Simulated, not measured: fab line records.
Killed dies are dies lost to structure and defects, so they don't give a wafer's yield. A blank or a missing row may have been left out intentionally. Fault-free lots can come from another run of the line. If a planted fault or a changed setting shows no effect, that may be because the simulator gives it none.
Struck lot and sound lot, side by side -- flow nand_harc -- 14 steps out of a route of 1159
Sound: wafers L634.3, L634.4, L634.6. Struck: wafer L642.3; the same lot's L642.6 was not struck, so it is left out; see the end for the cause.
At each step with rows: each side's tool, then ch and its chambers, then its first start. Under that, the readings that differ: sound wafers -- struck wafers -- difference of the means -- sigmas: that difference in standard deviations of wafers without a fault.
alike: readings whose means differ by less than 2 such deviations, and words and numbers that are the same on both sides. not compared: withheld readings, readings that some wafer has no value for, bounds like >300 that may hide the same value, and numbers for which the record gives no deviation and whose values overlap.
Wherever a step has rows on one side only, a row that says differs or no value, or a row with sigmas, the two part there. Numbers that have no deviation but don't overlap get no sigmas and don't part them. A reading that every wafer of one side lacks parts them only if that side has two wafers or more.

first, 3 steps without rows for these wafers: NHARC_A_STAIRCASE_HARDBAKE_185 (time 140 s); NHARC_A_STAIRCASE_DESCUM_186 (chemistry O2, time 3 s); NHARC_A_STAIRCASE_TRIM_187 (chemistry O2, time 211.2 s).
NHARC_A_STAIRCASE_ETCH_188: etches the open film in C4F8/O2, target depth 100 nm, time 40.5 s.
  sound on rie_diel-04 ch 0,2,3; struck on rie_diel-04 ch 2
  alike: bias_w, oes_product_au, rf_vpp_V, run_length_s
  not compared: rf_hours_counter_h
then, 1 step without rows for these wafers: NHARC_A_STAIRCASE_TRIM_189 (chemistry O2, time 211.2 s).
NHARC_A_STAIRCASE_ETCH_190: etches the open film in C4F8/O2, target depth 100 nm, time 40.5 s.
  sound on rie_diel-04 ch 0,2; struck on rie_diel-04 ch 2
reading,sound,struck,difference,sigmas
bias_w (W),1002.3 1004.3 1004.7,995.6,-8.2,-3
  alike: oes_product_au, rf_vpp_V, run_length_s
  not compared: rf_hours_counter_h
NHARC_A_STAIRCASE_TRIM_191: chemistry O2, time 211.2 s.
  sound on rie_diel-04 ch 0,1,3; struck on rie_diel-04 ch 3
  alike: drypump_motor_current_A, mfc_ar_sccm, o2_flow_sccm, oes_product_au, rf_vpp_V, showerhead_plenum_p_Torr, throttle_valve_pct
  not compared: rf_hours_counter_h
then, 2 steps without rows for these wafers: NHARC_A_STAIRCASE_ETCH_192 (etches the open film in C4F8/O2, target depth 100 nm, time 40.5 s); NHARC_A_STAIRCASE_TRIM_193 (chemistry O2, time 211.2 s).
NHARC_A_STAIRCASE_ETCH_194: etches the open film in C4F8/O2, target depth 100 nm, time 40.5 s.
  sound on rie_diel-04 ch 1,2,3; struck on rie_diel-04 ch 2
reading,sound,struck,difference,sigmas
run_length_s (s),61.1 61.2 62.4,62.8,+1.2,+2
  alike: bias_w, oes_product_au, rf_vpp_V
  not compared: rf_hours_counter_h
then, 1 step without rows for these wafers: NHARC_A_STAIRCASE_TRIM_196 (chemistry O2, time 211.2 s).
NHARC_A_STAIRCASE_ETCH_197: etches the open film in C4F8/O2, target depth 100 nm, time 40.5 s.
  sound on rie_diel-04 ch 0,2, day 12 00:11; struck on rie_diel-04 ch 0, day 14 09:35
reading,sound,struck,difference,sigmas
run_length_s (s),61.5 62.9 61.7,48.4,-13.6,-25
  alike: oes_product_au, rf_vpp_V
  not compared: bias_w, rf_hours_counter_h
NHARC_A_STAIRCASE_TRIM_198: chemistry O2, time 211.2 s.
  sound on rie_diel-04 ch 1,2,3; struck on rie_diel-04 ch 1
  alike: drypump_motor_current_A, mfc_ar_sccm, o2_flow_sccm, oes_product_au, rf_vpp_V, showerhead_plenum_p_Torr, throttle_valve_pct
  not compared: rf_hours_counter_h
-- record jumps: 8 days between struck wafers' starts before vs after; left off in module A_STAIRCASE, resumes in module END, first step shown is number 1159 of the route --
NHARC_END_SORT_01:
  the record has rows for the struck wafers here (prober-01 ch 0, day 22 03:48) and none for the sound ones

## WHERE THEY PART
First at NHARC_A_STAIRCASE_ETCH_190; last, within this record, at NHARC_END_SORT_01.

WHY: the cause the simulator had injected
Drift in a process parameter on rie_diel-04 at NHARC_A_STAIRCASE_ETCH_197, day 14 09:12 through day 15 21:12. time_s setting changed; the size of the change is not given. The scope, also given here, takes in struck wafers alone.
